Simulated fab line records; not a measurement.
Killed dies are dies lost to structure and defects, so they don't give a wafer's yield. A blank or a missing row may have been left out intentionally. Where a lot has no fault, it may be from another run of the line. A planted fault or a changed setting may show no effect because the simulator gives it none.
Split-lot experiment / flow n5Finfet / route with 1938 steps; 7 lots, 21 wafers read

## THE SPLIT
At N5_BEOL_M13_COAT_22 (resist thk 300 nm), the setting spinRpm was moved away from the recipe's 2888 rpm on 7 of the 21 wafers read, by -7.6% to +9.5%. All remaining wafers had this setting at the recipe value.

The reading is taken at the split's own step.

## THE READING
coat_of_BEOL_M13_COAT_22.thkNm (the simulator's own value, which no gauge read), in nm, at N5_BEOL_M13_COAT_22 (resist thk 300 nm). The file gives no usual value for it. Across the 14 wafers here that went through the recipe, the average is 300.0 nm and the standard deviation 0.83 nm.

wafer=L080.1; tool, chamber at the split=lithoTrack-03, 0; spinRpm as run, rpm=2888; against the recipe=recipe; coat_of_BEOL_M13_COAT_22.thkNm, nm=300.6; against lot-mates on the recipe=-
wafer=L080.4; tool, chamber at the split=lithoTrack-03, 0; spinRpm as run, rpm=2668; against the recipe=-7.6%; coat_of_BEOL_M13_COAT_22.thkNm, nm=312.4; against lot-mates on the recipe=+12.1
wafer=L080.6; tool, chamber at the split=lithoTrack-03, 0; spinRpm as run, rpm=2888; against the recipe=recipe; coat_of_BEOL_M13_COAT_22.thkNm, nm=300; against lot-mates on the recipe=-
wafer=L081.3; tool, chamber at the split=lithoTrack-02, 0; spinRpm as run, rpm=2888; against the recipe=recipe; coat_of_BEOL_M13_COAT_22.thkNm, nm=300.6; against lot-mates on the recipe=-
wafer=L081.4; tool, chamber at the split=lithoTrack-02, 0; spinRpm as run, rpm=2888; against the recipe=recipe; coat_of_BEOL_M13_COAT_22.thkNm, nm=299.6; against lot-mates on the recipe=-
wafer=L081.5; tool, chamber at the split=lithoTrack-02, 0; spinRpm as run, rpm=3033; against the recipe=+5.0%; coat_of_BEOL_M13_COAT_22.thkNm, nm=292.4; against lot-mates on the recipe=-7.7
wafer=L085.3; tool, chamber at the split=lithoTrack-02, 0; spinRpm as run, rpm=2757; against the recipe=-4.5%; coat_of_BEOL_M13_COAT_22.thkNm, nm=308.2; against lot-mates on the recipe=no lot-mate on the recipe
wafer=L085.4; tool, chamber at the split=lithoTrack-02, 0; spinRpm as run, rpm=2757; against the recipe=-4.5%; coat_of_BEOL_M13_COAT_22.thkNm, nm=309.4; against lot-mates on the recipe=no lot-mate on the recipe
wafer=L085.5; tool, chamber at the split=lithoTrack-02, 0; spinRpm as run, rpm=2757; against the recipe=-4.5%; coat_of_BEOL_M13_COAT_22.thkNm, nm=308.6; against lot-mates on the recipe=no lot-mate on the recipe
wafer=L089.2; tool, chamber at the split=lithoTrack-03, 0; spinRpm as run, rpm=2888; against the recipe=recipe; coat_of_BEOL_M13_COAT_22.thkNm, nm=301.8; against lot-mates on the recipe=-
wafer=L089.4; tool, chamber at the split=lithoTrack-03, 0; spinRpm as run, rpm=2888; against the recipe=recipe; coat_of_BEOL_M13_COAT_22.thkNm, nm=300.4; against lot-mates on the recipe=-
wafer=L089.5; tool, chamber at the split=lithoTrack-03, 0; spinRpm as run, rpm=2888; against the recipe=recipe; coat_of_BEOL_M13_COAT_22.thkNm, nm=301.2; against lot-mates on the recipe=-
wafer=L092.1; tool, chamber at the split=lithoTrack-03, 0; spinRpm as run, rpm=2888; against the recipe=recipe; coat_of_BEOL_M13_COAT_22.thkNm, nm=299; against lot-mates on the recipe=-
wafer=L092.6; tool, chamber at the split=lithoTrack-03, 0; spinRpm as run, rpm=2888; against the recipe=recipe; coat_of_BEOL_M13_COAT_22.thkNm, nm=299; against lot-mates on the recipe=-
wafer=L092.4; tool, chamber at the split=lithoTrack-03, 0; spinRpm as run, rpm=2888; against the recipe=recipe; coat_of_BEOL_M13_COAT_22.thkNm, nm=298.8; against lot-mates on the recipe=-
wafer=L095.3; tool, chamber at the split=lithoTrack-03, 0; spinRpm as run, rpm=2888; against the recipe=recipe; coat_of_BEOL_M13_COAT_22.thkNm, nm=299.6; against lot-mates on the recipe=-
wafer=L095.4; tool, chamber at the split=lithoTrack-03, 0; spinRpm as run, rpm=3161; against the recipe=+9.5%; coat_of_BEOL_M13_COAT_22.thkNm, nm=286.2; against lot-mates on the recipe=-13.4
wafer=L095.5; tool, chamber at the split=lithoTrack-03, 0; spinRpm as run, rpm=3161; against the recipe=+9.5%; coat_of_BEOL_M13_COAT_22.thkNm, nm=286.4; against lot-mates on the recipe=-13.2
wafer=L094.3; tool, chamber at the split=lithoTrack-04, 0; spinRpm as run, rpm=2888; against the recipe=recipe; coat_of_BEOL_M13_COAT_22.thkNm, nm=300.4; against lot-mates on the recipe=-
wafer=L094.4; tool, chamber at the split=lithoTrack-04, 0; spinRpm as run, rpm=2888; against the recipe=recipe; coat_of_BEOL_M13_COAT_22.thkNm, nm=299.8; against lot-mates on the recipe=-
wafer=L094.5; tool, chamber at the split=lithoTrack-04, 0; spinRpm as run, rpm=2888; against the recipe=recipe; coat_of_BEOL_M13_COAT_22.thkNm, nm=299.8; against lot-mates on the recipe=-

THE FIT
A straight line over all 21 wafers: coat_of_BEOL_M13_COAT_22.thkNm changes by -1.58 nm for each +1% of spinRpm; r = -0.99; the points scatter about the line by 0.96 nm.
The same after taking each lot's own level away (the mean of its wafers on the recipe; 18 wafers): -1.47 nm for each +1%; r = -1.00; scatter 0.46 nm.
The reading moves by 14 nm for the largest change in spinRpm, on that fit.
Across the lots, their own levels run from 298.93 to 301.13 nm, a range of 2.7 times the standard deviation given above.
So the lot-to-lot level changes the slope little: the two slopes agree.
Check: for one of the wafers moved furthest among these (+9.5%), held out of the fit, the line's prediction against its lot-mates is -13.9 nm. Against them it came out at -13.4 nm.

## THESE WAFERS: OTHER SPLITS
Other splits were also applied to these wafers ahead of the reading. Each is held against what the fit with the lots' levels taken away leaves over:
other split on the same wafers=N5_BEOL_M11_PECVD_70 timeS; wafers away from the commonest value=6; r with coat_of_BEOL_M13_COAT_22.thkNm (lot level and that fit taken away)=+0.35
other split on the same wafers=N5_BEOL_M12_ETCH_59 biasW; wafers away from the commonest value=4; r with coat_of_BEOL_M13_COAT_22.thkNm (lot level and that fit taken away)=-0.01
other split on the same wafers=N5_BEOL_M12_COAT_66 spinRpm; wafers away from the commonest value=5; r with coat_of_BEOL_M13_COAT_22.thkNm (lot level and that fit taken away)=+0.12
other split on the same wafers=N5_BEOL_M13_COAT_65 spinRpm; wafers away from the commonest value=10; r with coat_of_BEOL_M13_COAT_22.thkNm (lot level and that fit taken away)=+0.11

## THE FILE'S OWN FIT
coat_of_BEOL_M13_COAT_22.thkNm changes by -1.49 nm for each +1% of spinRpm, r = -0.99.
